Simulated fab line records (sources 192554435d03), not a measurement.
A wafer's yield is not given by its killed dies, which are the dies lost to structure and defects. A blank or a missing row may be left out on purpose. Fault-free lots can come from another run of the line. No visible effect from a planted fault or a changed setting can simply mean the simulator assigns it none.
What tool caused it? / flow n5Finfet / Sampling: 10 lots, 28 wafers, 5 of 1938 route steps

WHAT EACH GAUGE READ, for each wafer
N5_DUMMY_REMOVAL_INSPECT_06: inspects for defects (brightfield). Usual: rawDefectCount at 10, with a standard deviation of 4.9.
lot=L668; measured=day 4 01:21; on=defectInspect-02; rawDefectCount=17 15 18; flag=
lot=L669; measured=day 4 12:34; on=defectInspect-02; rawDefectCount=10 7 12; flag=
lot=L670; measured=day 4 15:02; on=defectInspect-02; rawDefectCount=2 7 5; flag=
lot=L671; measured=day 4 18:50; on=defectInspect-01; rawDefectCount=6 7 19; flag=
lot=L672; measured=day 5 01:19; on=defectInspect-01; rawDefectCount=11 13 9; flag=
lot=L675; measured=day 5 17:48; on=defectInspect-02; rawDefectCount=16 2; flag=
lot=L681; measured=day 7 05:08; on=defectInspect-01; rawDefectCount=14 17; flag=
lot=L683; measured=day 7 15:54; on=defectInspect-01; rawDefectCount=19 16 13; flag=
lot=L686; measured=day 8 11:17; on=defectInspect-02; rawDefectCount=12 5 7; flag=
lot=L689; measured=day 9 04:43; on=defectInspect-01; rawDefectCount=14 8 10; flag=

N5_BEOL_M4_RC_MEAS_101. Usual: DIBL_N 36.0 mV/V, standard deviation 1.8; DIBL_P 36.3 mV/V, standard deviation 2.4; IOFF_N 0.16 nA/um, standard deviation 0.035; IOFF_P 0.21 nA/um, standard deviation 0.036; ION_N 673 uA/um, standard deviation 13; ION_P 461 uA/um, standard deviation 7.2; SS_N 71.4 mV/dec, standard deviation 0.6; SS_P 73.2 mV/dec, standard deviation 0.7; VT_N 250 mV, standard deviation 4; VT_P -250.9 mV, standard deviation 2.9.
lot=L668; measured=day 7 15:56; on=prober-01; DIBL_N (mV/V)=40.9 39.8 36.5; DIBL_P (mV/V)=41.0 39.5 35.0; IOFF_N (nA/um)=0.27 0.23 0.16; IOFF_P (nA/um)=0.32 0.29 0.23; ION_N (uA/um)=695 695 669; ION_P (uA/um)=472 474 465; SS_N (mV/dec)=72.0 72.1 71.2; SS_P (mV/dec)=74.4 74.1 72.4; VT_N (mV)=240 245 252; VT_P (mV)=-242.9 -243.5 -247.3; flag=
lot=L669; measured=day 8 20:15; on=prober-02; DIBL_N (mV/V)=36.7 34.7 39.2; DIBL_P (mV/V)=38.2 33.9 41.4; IOFF_N (nA/um)=0.19 0.14 0.25; IOFF_P (nA/um)=0.25 0.17 0.32; ION_N (uA/um)=675 666 693; ION_P (uA/um)=465 457 473; SS_N (mV/dec)=72.5 72.2 72.8; SS_P (mV/dec)=73.7 72.5 74.6; VT_N (mV)=248 250 242; VT_P (mV)=-248.4 -252.9 -245.7; flag=
lot=L670; measured=day 8 23:30; on=prober-01; DIBL_N (mV/V)=36.3 35.8 38.5; DIBL_P (mV/V)=37.4 37.5 40.0; IOFF_N (nA/um)=0.17 0.16 0.23; IOFF_P (nA/um)=0.21 0.22 0.26; ION_N (uA/um)=683 672 702; ION_P (uA/um)=462 468 475; SS_N (mV/dec)=71.5 70.7 71.8; SS_P (mV/dec)=73.8 72.9 73.9; VT_N (mV)=248 250 245; VT_P (mV)=-249.2 -247.8 -246.1; flag=
lot=L671; measured=day 9 03:07; on=prober-02; DIBL_N (mV/V)=34.3 34.0 32.7; DIBL_P (mV/V)=33.5 32.9 30.7; IOFF_N (nA/um)=0.16 0.14 0.12; IOFF_P (nA/um)=0.21 0.19 0.16; ION_N (uA/um)=678 670 653; ION_P (uA/um)=463 459 461; SS_N (mV/dec)=70.8 71.3 71.3; SS_P (mV/dec)=73.2 72.7 72.2; VT_N (mV)=246 250 252; VT_P (mV)=-247.1 -249.6 -251.3; flag=
lot=L672; measured=day 9 10:52; on=prober-02; DIBL_N (mV/V)=33.9 37.5 35.4; DIBL_P (mV/V)=34.9 37.1 36.2; IOFF_N (nA/um)=0.13 0.19 0.15; IOFF_P (nA/um)=0.17 0.20 0.19; ION_N (uA/um)=674 668 678; ION_P (uA/um)=461 455 470; SS_N (mV/dec)=70.4 72.0 71.5; SS_P (mV/dec)=73.2 73.4 73.2; VT_N (mV)=254 248 249; VT_P (mV)=-250.4 -251.0 -250.7; flag=
lot=L675; measured=day 10 07:46; on=prober-02; DIBL_N (mV/V)=36.7 36.1; DIBL_P (mV/V)=37.7 36.2; IOFF_N (nA/um)=0.18 0.16; IOFF_P (nA/um)=0.24 0.20; ION_N (uA/um)=675 673; ION_P (uA/um)=466 461; SS_N (mV/dec)=71.9 71.7; SS_P (mV/dec)=74.2 74.1; VT_N (mV)=250 252; VT_P (mV)=-244.6 -250.6; flag=
lot=L681; measured=day 11 10:07; on=prober-01; DIBL_N (mV/V)=35.5 33.3; DIBL_P (mV/V)=34.8 33.1; IOFF_N (nA/um)=0.15 0.12; IOFF_P (nA/um)=0.20 0.18; ION_N (uA/um)=685 669; ION_P (uA/um)=470 456; SS_N (mV/dec)=71.1 70.8; SS_P (mV/dec)=72.8 72.4; VT_N (mV)=250 252; VT_P (mV)=-249.7 -249.3; flag=
lot=L683; measured=day 12 00:50; on=prober-02; DIBL_N (mV/V)=37.1 34.1 35.4; DIBL_P (mV/V)=38.8 35.2 36.9; IOFF_N (nA/um)=0.18 0.12 0.13; IOFF_P (nA/um)=0.21 0.16 0.17; ION_N (uA/um)=677 658 653; ION_P (uA/um)=459 452 448; SS_N (mV/dec)=71.9 70.2 71.9; SS_P (mV/dec)=73.7 72.8 72.6; VT_N (mV)=249 256 256; VT_P (mV)=-252.9 -257.1 -255.8; flag=
lot=L686; measured=day 12 22:46; on=prober-01; DIBL_N (mV/V)=37.1 35.1 37.7; DIBL_P (mV/V)=38.5 35.2 38.7; IOFF_N (nA/um)=0.16 0.12 0.17; IOFF_P (nA/um)=0.23 0.20 0.24; ION_N (uA/um)=678 664 680; ION_P (uA/um)=465 463 470; SS_N (mV/dec)=71.7 71.3 71.9; SS_P (mV/dec)=73.3 72.1 73.4; VT_N (mV)=251 257 250; VT_P (mV)=-248.7 -251.2 -249.4; flag=
lot=L689; measured=day 14 04:22; on=prober-01; DIBL_N (mV/V)=36.3 36.6 35.2; DIBL_P (mV/V)=34.9 36.3 33.6; IOFF_N (nA/um)=0.15 0.15 0.13; IOFF_P (nA/um)=0.20 0.22 0.17; ION_N (uA/um)=679 671 661; ION_P (uA/um)=465 459 450; SS_N (mV/dec)=71.5 70.9 71.0; SS_P (mV/dec)=73.1 73.6 71.9; VT_N (mV)=246 249 250; VT_P (mV)=-251.2 -251.9 -253.3; flag=

EACH LOT AND THE TOOL THAT RAN IT (in order: tool; ch and the chambers of the sampled wafers; start)
lot=L668; N5_HKMG_FIN_ALD_36=aldMetal-01 ch 0,1, day 4 05:50; N5_HKMG_FIN_CMP_23=cmp-04 ch 0,1,3, day 4 11:16; N5_GATE_CUT_PECVD_57=pecvd-02 ch 0,1, day 4 14:56
lot=L669; N5_HKMG_FIN_ALD_36=aldMetal-01 ch 0,1,2, day 4 16:05; N5_HKMG_FIN_CMP_23=cmp-04 ch 1,2,3, day 4 21:11; N5_GATE_CUT_PECVD_57=pecvd-04 ch 1,2, day 5 00:52
lot=L670; N5_HKMG_FIN_ALD_36=aldMetal-02 ch 0,1,2, day 4 18:34; N5_HKMG_FIN_CMP_23=cmp-03 ch 0,1,3, day 4 23:59; N5_GATE_CUT_PECVD_57=pecvd-04 ch 1,2, day 5 03:23
lot=L671; N5_HKMG_FIN_ALD_36=aldMetal-01 ch 2,3, day 4 22:43; N5_HKMG_FIN_CMP_23=cmp-01 ch 0,2, day 5 03:38; N5_GATE_CUT_PECVD_57=pecvd-04 ch 1,2, day 5 07:33
lot=L672; N5_HKMG_FIN_ALD_36=aldMetal-01 ch 0,1,3, day 5 05:11; N5_HKMG_FIN_CMP_23=cmp-03 ch 1,2,3, day 5 10:20; N5_GATE_CUT_PECVD_57=pecvd-01 ch 0,2, day 5 13:49
lot=L675; N5_HKMG_FIN_ALD_36=aldMetal-04 ch 2,3, day 5 21:47; N5_HKMG_FIN_CMP_23=cmp-03 ch 0,2, day 6 03:11; N5_GATE_CUT_PECVD_57=pecvd-02 ch 1,2, day 6 06:29
lot=L681; N5_HKMG_FIN_ALD_36=aldMetal-02 ch 0,1, day 7 09:25; N5_HKMG_FIN_CMP_23=cmp-03 ch 0,2, day 7 14:49; N5_GATE_CUT_PECVD_57=pecvd-04 ch 0,2, day 7 18:22
lot=L683; N5_HKMG_FIN_ALD_36=aldMetal-04 ch 0,3, day 7 20:17; N5_HKMG_FIN_CMP_23=cmp-04 ch 1,2,3, day 8 01:31; N5_GATE_CUT_PECVD_57=pecvd-02 ch 0,1,2, day 8 05:01
lot=L686; N5_HKMG_FIN_ALD_36=aldMetal-02 ch 0,1, day 8 14:41; N5_HKMG_FIN_CMP_23=cmp-01 ch 0,1,3, day 8 19:32; N5_GATE_CUT_PECVD_57=pecvd-02 ch 0,1, day 8 23:37
lot=L689; N5_HKMG_FIN_ALD_36=aldMetal-01 ch 0,1,3, day 9 08:48; N5_HKMG_FIN_CMP_23=cmp-01 ch 0,2, day 9 13:56; N5_GATE_CUT_PECVD_57=pecvd-01 ch 0,1, day 9 17:29
- N5_HKMG_FIN_ALD_36: deposits TiN, target thk 1 nm, pulse time 1 s, purge time 3 s.
- N5_HKMG_FIN_CMP_23: polishes, stops on SiNx, t overpolish 10 s, target thk 46.326 nm.
- N5_GATE_CUT_PECVD_57: deposits SiNx from SiH4/NH3/N2, target thk 21 nm.

WHAT THE TOOLS THEMSELVES READ (means of the sampled wafers that have a number; where no wafer has one, the mark that the record gives instead)
N5_HKMG_FIN_ALD_36. Usual: heaterPowerW 849 W, standard deviation 79; precursorPulseHeightRel 1.000, standard deviation 0.021.
lot=L668; tool=aldMetal-01; heaterPowerW (W)=798; precursorPulseHeightRel=0.987; flag=
lot=L669; tool=aldMetal-01; heaterPowerW (W)=800; precursorPulseHeightRel=0.970; flag=
lot=L670; tool=aldMetal-02; heaterPowerW (W)=878; precursorPulseHeightRel=0.998; flag=
lot=L671; tool=aldMetal-01; heaterPowerW (W)=844; precursorPulseHeightRel=1.016; flag=
lot=L672; tool=aldMetal-01; heaterPowerW (W)=820; precursorPulseHeightRel=1.001; flag=
lot=L675; tool=aldMetal-04; heaterPowerW (W)=851; precursorPulseHeightRel=1.016; flag=
lot=L681; tool=aldMetal-02; heaterPowerW (W)=840; precursorPulseHeightRel=0.994; flag=
lot=L683; tool=aldMetal-04; heaterPowerW (W)=971; precursorPulseHeightRel=1.016; flag=
lot=L686; tool=aldMetal-02; heaterPowerW (W)=843; precursorPulseHeightRel=0.984; flag=
lot=L689; tool=aldMetal-01; heaterPowerW (W)=825; precursorPulseHeightRel=0.994; flag=

N5_HKMG_FIN_CMP_23. Usual: motorCurrentA 12.4 A, standard deviation 1.4; overpolishRunS 9.999 s, standard deviation 0.0094; retainingRingPressureFrac 1.000, standard deviation 0.0049; timeToEndpointS 12.6 s, standard deviation 2.1.
lot=L668; tool=cmp-04; motorCurrentA (A)=13.3; overpolishRunS (s)=10.008; retainingRingPressureFrac=0.995; timeToEndpointS (s)=12.8; flag=
lot=L669; tool=cmp-04; motorCurrentA (A)=12.6; overpolishRunS (s)=10.011; retainingRingPressureFrac=0.999; timeToEndpointS (s)=12.0; flag=
lot=L670; tool=cmp-03; motorCurrentA (A)=12.2; overpolishRunS (s)=10.000; retainingRingPressureFrac=0.997; timeToEndpointS (s)=13.6; flag=
lot=L671; tool=cmp-01; motorCurrentA (A)=13.0; overpolishRunS (s)=9.998; retainingRingPressureFrac=1.000; timeToEndpointS (s)=10.9; flag=
lot=L672; tool=cmp-03; motorCurrentA (A)=10.8; overpolishRunS (s)=10.000; retainingRingPressureFrac=1.001; timeToEndpointS (s)=12.2; flag=
lot=L675; tool=cmp-03; motorCurrentA (A)=11.8; overpolishRunS (s)=6.498; retainingRingPressureFrac=1.000; timeToEndpointS (s)=19.4; flag=OFF
lot=L681; tool=cmp-03; motorCurrentA (A)=12.3; overpolishRunS (s)=3.422; retainingRingPressureFrac=0.997; timeToEndpointS (s)=24.9; flag=OFF
lot=L683; tool=cmp-04; motorCurrentA (A)=12.8; overpolishRunS (s)=10.000; retainingRingPressureFrac=0.998; timeToEndpointS (s)=14.9; flag=
lot=L686; tool=cmp-01; motorCurrentA (A)=11.9; overpolishRunS (s)=9.995; retainingRingPressureFrac=0.997; timeToEndpointS (s)=10.7; flag=
lot=L689; tool=cmp-01; motorCurrentA (A)=12.1; overpolishRunS (s)=9.993; retainingRingPressureFrac=1.002; timeToEndpointS (s)=12.2; flag=

N5_GATE_CUT_PECVD_57. Usual: heaterPowerW 815 W, standard deviation 100; showerheadPlenumPTorr 5.14 Torr, standard deviation 0.085; throttleValvePct 40.0 %, standard deviation 2.2.
lot=L668; tool=pecvd-02; heaterPowerW (W)=763; showerheadPlenumPTorr (Torr)=5.18; throttleValvePct (%)=39.6; flag=
lot=L669; tool=pecvd-04; heaterPowerW (W)=925; showerheadPlenumPTorr (Torr)=5.13; throttleValvePct (%)=42.0; flag=
lot=L670; tool=pecvd-04; heaterPowerW (W)=994; showerheadPlenumPTorr (Torr)=5.17; throttleValvePct (%)=43.1; flag=
lot=L671; tool=pecvd-04; heaterPowerW (W)=856; showerheadPlenumPTorr (Torr)=5.13; throttleValvePct (%)=42.1; flag=
lot=L672; tool=pecvd-01; heaterPowerW (W)=693; showerheadPlenumPTorr (Torr)=5.08; throttleValvePct (%)=40.2; flag=
lot=L675; tool=pecvd-02; heaterPowerW (W)=686; showerheadPlenumPTorr (Torr)=5.16; throttleValvePct (%)=39.1; flag=
lot=L681; tool=pecvd-04; heaterPowerW (W)=864; showerheadPlenumPTorr (Torr)=5.14; throttleValvePct (%)=41.0; flag=
lot=L683; tool=pecvd-02; heaterPowerW (W)=724; showerheadPlenumPTorr (Torr)=5.15; throttleValvePct (%)=39.1; flag=
lot=L686; tool=pecvd-02; heaterPowerW (W)=780; showerheadPlenumPTorr (Torr)=5.24; throttleValvePct (%)=40.0; flag=
lot=L689; tool=pecvd-01; heaterPowerW (W)=865; showerheadPlenumPTorr (Torr)=5.11; throttleValvePct (%)=38.0; flag=

THE ANSWER, worked out from the rows above alone
Rule: lot off if the mean of its wafers having a number is beyond 3 standard deviations from the usual mean. A lot without any number at a reading at which 4 lots or more have one is off too. All remaining lots with rows at the step are treated as sound. The gauges are gone through in route order, then the tools' own readings, and for those a lot's mean is taken as printed above. At the first step where some lot is off, the reading lying furthest off is the one used; lots without a number count as furthest.
Off: L675, L681, at N5_HKMG_FIN_CMP_23 (overpolishRunS).
A tool fits if, at that step or a process step before it, it ran every lot that is off, and no sound lot after the first of them. One fits: cmp-03 at N5_HKMG_FIN_CMP_23. Its last sound lot is L672 (day 5 10:20), its first lot that is off L675 (day 6 03:11): a fault that began between those two fits.
The tool's own readings at N5_HKMG_FIN_CMP_23 bear it out: on the lots that are off they differ by more than 5 times the standard deviation of the sound lots' means. overpolishRunS reads 4.960 s there against 10.001 s on the sound lots; timeToEndpointS reads 22.1 s there against 12.4 s on the sound lots.

WHAT THE SIMULATOR HAD INSERTED
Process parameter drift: cmp-03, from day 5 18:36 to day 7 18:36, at N5_HKMG_FIN_CMP_23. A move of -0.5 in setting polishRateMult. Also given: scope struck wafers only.
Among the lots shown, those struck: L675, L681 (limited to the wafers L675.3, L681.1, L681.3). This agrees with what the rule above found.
